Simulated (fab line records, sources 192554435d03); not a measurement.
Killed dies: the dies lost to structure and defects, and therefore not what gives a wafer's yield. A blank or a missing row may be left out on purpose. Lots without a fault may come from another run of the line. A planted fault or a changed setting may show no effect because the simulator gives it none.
Matching of chambers	flow n5 finfet	3 sister chambers for N5_BEOL_M5_CO_CAP_78 on cvd co-01
The step material Co, precursor CCTBA/H2, target thk 2 nm, time 102.1 s. 3 wafers are shown with their chamber, then 12 later ones without.

## WAFERS, EACH WITH ITS CHAMBER
wafer	chamber	heater power outer w (W)
L088.5	2	126
L091.4	0	120
L091.5	1	103

## WAFERS WITHOUT THEIR CHAMBER
wafer	heater power outer w (W)
L093.1	130
L093.3	104
L093.6	123
L095.3	126
L095.4	128
L095.5	101
L094.2	131
L094.3	123
L094.5	129
L096.3	126
L096.4	103
L096.5	128

## THE CHAMBER EACH PASSED THROUGH
wafer	from the rows above	in truth
L093.1	2	2
L093.3	1	1
L093.6	can't be placed: 0 or 2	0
L095.3	2	2
L095.4	2	2
L095.5	1	1
L094.2	2	2
L094.3	can't be placed: 0 or 2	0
L094.5	2	2
L096.3	2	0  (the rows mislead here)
L096.4	1	1
L096.5	2	2
9 of 12 placed correctly. Unplaceable from these rows: 2, with the true chamber sitting among the candidates in 2. 1 placed wrongly.
How it was worked out, from the rows above alone: a wafer's distance from a chamber is the root of the sum, over the readings, of the square of ((its reading less the chamber's mean) divided by the reading's scatter). If the next closest chamber is less than 2 further off than the closest, the wafer can't be placed; otherwise it belongs to the closest. Each chamber's mean is taken over the wafers shown for it. The scatter: with one shown wafer a chamber, the root of the mean of the squares of how far each hidden wafer lies from its nearest shown one.
